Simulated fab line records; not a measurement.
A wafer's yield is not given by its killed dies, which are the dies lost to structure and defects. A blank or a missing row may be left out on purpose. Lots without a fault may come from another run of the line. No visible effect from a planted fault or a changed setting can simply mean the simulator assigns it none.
Chamber matching :: flow n5_finfet :: cmp-03 running N5_SDB_CMP_30: 4 sister chambers
The step polishes, stops on poly-Si, t overpolish 1.54 s, target thk 30 nm. 8 wafers are shown with their chamber, then 7 later ones without.

WAFERS, EACH WITH ITS CHAMBER
wafer: L078.4
chamber: 2
motor_current_A (A): 11.0
time_to_endpoint_s (s): 18.1

wafer: L082.3
chamber: 1
motor_current_A (A): 11.8
time_to_endpoint_s (s): 18.0

wafer: L082.6
chamber: 0
motor_current_A (A): 12.7
time_to_endpoint_s (s): 19.5

wafer: L087.2
chamber: 2
motor_current_A (A): 11.2
time_to_endpoint_s (s): 16.6

wafer: L087.4
chamber: 1
motor_current_A (A): 12.2
time_to_endpoint_s (s): 17.1

wafer: L087.6
chamber: 3
motor_current_A (A): 13.4
time_to_endpoint_s (s): 16.4

wafer: L088.2
chamber: 0
motor_current_A (A): 11.6
time_to_endpoint_s (s): 22.0

wafer: L088.5
chamber: 3
motor_current_A (A): 12.5
time_to_endpoint_s (s): 19.2

WAFERS MISSING THEIR CHAMBER
wafer: L088.6
motor_current_A (A): 11.1
time_to_endpoint_s (s): 20.0

wafer: L090.3
motor_current_A (A): 14.0
time_to_endpoint_s (s): 18.2

wafer: L090.5
motor_current_A (A): 11.5
time_to_endpoint_s (s): 19.9

wafer: L090.6
motor_current_A (A): 13.2
time_to_endpoint_s (s): 18.7

wafer: L095.4
motor_current_A (A): 11.6
time_to_endpoint_s (s): 17.8

wafer: L095.5
motor_current_A (A): 12.5
time_to_endpoint_s (s): 19.1

wafer: L095.6
motor_current_A (A): 12.9
time_to_endpoint_s (s): 19.2

THE CHAMBER EACH PASSED THROUGH
wafer: L088.6
from the rows above: can't be placed: 2 or 0 or 1
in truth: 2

wafer: L090.3
from the rows above: can't be placed: 3 or 1 or 0
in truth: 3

wafer: L090.5
from the rows above: can't be placed: 0 or 1 or 2 or 3
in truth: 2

wafer: L090.6
from the rows above: can't be placed: 3 or 1 or 0
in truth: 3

wafer: L095.4
from the rows above: can't be placed: 1 or 2 or 0 or 3
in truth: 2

wafer: L095.5
from the rows above: can't be placed: 3 or 0 or 1 or 2
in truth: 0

wafer: L095.6
from the rows above: can't be placed: 3 or 0 or 1
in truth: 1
Placed correctly: 0 of 7. From these rows, 7 cannot be placed; in 7 the true chamber is one of the candidates. Placed wrongly: 0.
How it was worked out, from the rows above alone: a wafer's distance from a chamber is the root of the sum, over the readings, of the square of ((its reading less the chamber's mean) divided by the reading's scatter). The wafer belongs to the nearest chamber; if the next one is less than 2 further off, it can't be placed. Each chamber's mean is taken over the wafers shown for it. The scatter: the root of (the sum of the squares of (reading less its chamber's mean) over the shown wafers, divided by (wafers less chambers)).
